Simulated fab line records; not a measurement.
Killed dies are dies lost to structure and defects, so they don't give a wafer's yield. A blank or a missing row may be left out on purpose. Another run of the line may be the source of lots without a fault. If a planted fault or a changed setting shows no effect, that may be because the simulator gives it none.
Matching of chambers + flow n5_finfet + N5_SPACER0_ALD_00 on ald_sin-03: 4 sister chambers
The step deposits SiOCN, target thk 3.5 nm, pulse time 3 s, purge time 2 s. 18 wafers are shown with their chamber, then 9 later ones without.

## EACH WAFER AND ITS CHAMBER
| wafer  | chamber | heater_power_w (W) | precursor_pulse_height_rel |
|--------|---------|--------------------|----------------------------|
| L082.1 | 1       | 699                | 0.968                      |
| L082.4 | 0       | 882                | 0.995                      |
| L082.6 | 2       | 802                | 0.998                      |
| L087.3 | 1       | 706                | 1.009                      |
| L087.4 | 3       | 820                | 1.031                      |
| L087.6 | 3       | 842                | 1.003                      |
| L088.1 | 2       | 800                | 1.018                      |
| L088.2 | 1       | 713                | 0.999                      |
| L088.3 | 0       | 908                | 0.980                      |
| L088.4 | 3       | 846                | 1.021                      |
| L088.5 | 2       | 810                | 0.989                      |
| L088.6 | 3       | 846                | 1.046                      |
| L090.1 | 0       | 901                | 0.983                      |
| L090.2 | 2       | 792                | 1.025                      |
| L090.3 | 1       | 683                | 1.023                      |
| L090.4 | 3       | 842                | 1.001                      |
| L090.5 | 3       | 864                | 0.997                      |
| L090.6 | 2       | 786                | 0.980                      |

SIGNATURES, as means of the wafers listed above
| reading                    | chamber 0 | chamber 1 | chamber 2 | chamber 3 | scatter within a chamber |
|----------------------------|-----------|-----------|-----------|-----------|--------------------------|
| heater_power_w             | 897.00    | 700.25    | 798.00    | 843.33    | 12.5                     |
| precursor_pulse_height_rel | 0.98600   | 0.99975   | 1.00200   | 1.01650   | 0.0191                   |
Rule: for each reading, subtract the chamber's mean from the wafer's reading, divide by that reading's scatter and square the result; add these up over the readings and take the root, which gives the wafer's distance from the chamber. The wafer belongs to the nearest chamber; if the next one is less than 2 further off, it can't be placed. The scatter: the root of (the sum of the squares of (reading less its chamber's mean) over the shown wafers, divided by (wafers less chambers)).

## WAFERS MISSING THEIR CHAMBER
| wafer  | heater_power_w (W) | precursor_pulse_height_rel |
|--------|--------------------|----------------------------|
| L092.1 | 822                | 1.016                      |
| L092.3 | 914                | 0.980                      |
| L092.6 | 690                | 1.007                      |
| L096.1 | 908                | 1.036                      |
| L096.2 | 798                | 1.050                      |
| L096.6 | 683                | 0.994                      |
| L097.1 | 834                | 1.007                      |
| L097.3 | 897                | 1.006                      |
| L097.5 | 716                | 0.973                      |

## CHAMBER TAKEN BY EACH
| wafer  | from the rows above     | in truth |
|--------|-------------------------|----------|
| L092.1 | can't be placed: 3 or 2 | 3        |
| L092.3 | 0                       | 0        |
| L092.6 | 1                       | 1        |
| L096.1 | 0                       | 0        |
| L096.2 | can't be placed: 2 or 3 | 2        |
| L096.6 | 1                       | 1        |
| L097.1 | can't be placed: 3 or 2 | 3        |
| L097.3 | 0                       | 0        |
| L097.5 | 1                       | 1        |
Placed correctly: 6 of 9. From these rows, 3 cannot be placed; in 3 the true chamber is one of the candidates. 0 placed wrongly.
